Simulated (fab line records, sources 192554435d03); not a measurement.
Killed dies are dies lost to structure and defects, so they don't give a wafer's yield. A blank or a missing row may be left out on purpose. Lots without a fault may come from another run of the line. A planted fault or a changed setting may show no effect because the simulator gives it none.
Which tool did it? | flow n5_finfet | 11 lots, 28 wafers sampled, at 1 step of a route of 1938

WHAT THE GAUGES READ, wafer by wafer
N5_BEOL_M4_RC_MEAS_101. Usual: DIBL_N 36.0 mV/V, standard deviation 1.9; DIBL_P 35.6 mV/V, standard deviation 2.4; IOFF_N 0.16 nA/um, standard deviation 0.036; IOFF_P 0.21 nA/um, standard deviation 0.04; ION_N 673 uA/um, standard deviation 14; ION_P 460 uA/um, standard deviation 8.9; SS_N 71.5 mV/dec, standard deviation 0.67; SS_P 73.2 mV/dec, standard deviation 0.73; VT_N 249 mV, standard deviation 3.6; VT_P -250 mV, standard deviation 3.7.
lot  | measured     | on        | DIBL_N (mV/V)  | DIBL_P (mV/V)  | IOFF_N (nA/um) | IOFF_P (nA/um) | ION_N (uA/um) | ION_P (uA/um) | SS_N (mV/dec)  | SS_P (mV/dec)  | VT_N (mV)   | VT_P (mV)      | flag
L414 | day 8 01:23  | prober-02 | 35.0 31.5 34.7 | 35.2 31.6 35.5 | 0.15 0.10 0.14 | 0.16 0.12 0.16 | 683 661 668   | 458 449 456   | 72.3 70.8 71.4 | 72.4 71.6 72.9 | 252 259 252 | -255 -261 -256 |
L418 | day 8 22:13  | prober-01 | 36.7 34.4      | 37.2 34.3      | 0.18 0.12      | 0.23 0.18      | 685 660       | 469 457       | 72.5 71.1      | 73.4 73.0      | 247 254     | -248 -251      |
L419 | day 9 01:42  | prober-02 | 36.6 34.7      | 37.3 34.8      | 0.16 0.13      | 0.23 0.19      | 659 662       | 465 457       | 71.3 70.4      | 73.2 72.6      | 249 254     | -249 -251      |
L420 | day 9 08:53  | prober-02 | 36.5 36.1      | 36.3 36.6      | 0.15 0.15      | 0.19 0.20      | 666 663       | 454 454       | 71.7 72.0      | 73.6 73.5      | 250 250     | -254 -251      |
L421 | day 9 19:20  | prober-01 | 37.1 36.2      | 38.2 34.7      | 0.20 0.17      | 0.28 0.22      | 693 663       | 476 459       | 72.1 71.8      | 73.3 72.7      | 245 248     | -243 -247      |
L423 | day 10 05:46 | prober-01 | 36.5 36.0 36.5 | 35.0 36.1 35.3 | 0.15 0.15 0.16 | 0.19 0.20 0.19 | 648 683 658   | 445 468 447   | 72.1 71.6 71.5 | 73.2 72.8 73.2 | 252 249 249 | -253 -253 -251 |
L425 | day 10 15:28 | prober-01 | 37.1 40.2 37.7 | 36.9 39.4 37.0 | 0.19 0.22 0.19 | 0.23 0.28 0.22 | 683 673 681   | 465 464 464   | 71.3 71.7 71.9 | 74.6 74.8 74.1 | 246 246 247 | -250 -246 -247 |
L426 | day 11 06:44 | prober-01 | 33.4 35.2      | 31.9 34.6      | 0.10 0.15      | 0.16 0.19      | 642 674       | 451 461       | 70.7 70.6      | 71.4 73.1      | 256 249     | -256 -252      |
L433 | day 13 00:19 | prober-01 | 34.9 33.1 35.0 | 34.2 31.7 33.4 | 0.14 0.11 0.13 | 0.20 0.16 0.18 | 675 653 667   | 460 455 455   | 71.4 70.2 71.5 | 72.7 72.9 73.9 | 249 256 252 | -253 -254 -256 |
L435 | day 13 07:47 | prober-02 | 38.9 36.5 37.4 | 38.7 34.8 36.9 | 0.20 0.15 0.17 | 0.23 0.17 0.20 | 689 670 668   | 460 447 459   | 71.7 71.3 72.0 | 74.6 73.3 73.7 | 243 250 247 | -252 -254 -252 |
L436 | day 13 22:50 | prober-02 | 34.9 34.4 34.5 | 36.5 35.7 35.4 | 0.16 0.15 0.14 | 0.20 0.19 0.18 | 684 678 664   | 467 459 456   | 71.0 71.3 71.2 | 72.7 72.7 72.9 | 248 251 250 | -249 -254 -253 |

WHICH TOOL RAN EACH LOT (tool, then ch and the chambers of the sampled wafers, then the start)
The record holds no process step before these readings.

WHAT THE TOOLS THEMSELVES READ (means of the sampled wafers that have a number; where no wafer has one, the mark that the record gives instead)
The record holds no such reading with a usual standard deviation.

THE ANSWER, worked out from the rows above alone
Rule: a lot is off if the mean of its wafers that have a number lies more than 3 standard deviations from the usual mean. A lot without any number at a reading at which 4 lots or more have one is off too. The other lots that the step has rows for count as sound. The gauges are gone through in route order, then the tools' own readings, and for those a lot's mean is taken as printed above. The first step at which some lot is off is used, and at that step the reading that is off furthest; a lot without a number counts as furthest.
No lot is off at any reading shown: from this, nothing can be told.

WHAT THE SIMULATOR HAD PUT IN
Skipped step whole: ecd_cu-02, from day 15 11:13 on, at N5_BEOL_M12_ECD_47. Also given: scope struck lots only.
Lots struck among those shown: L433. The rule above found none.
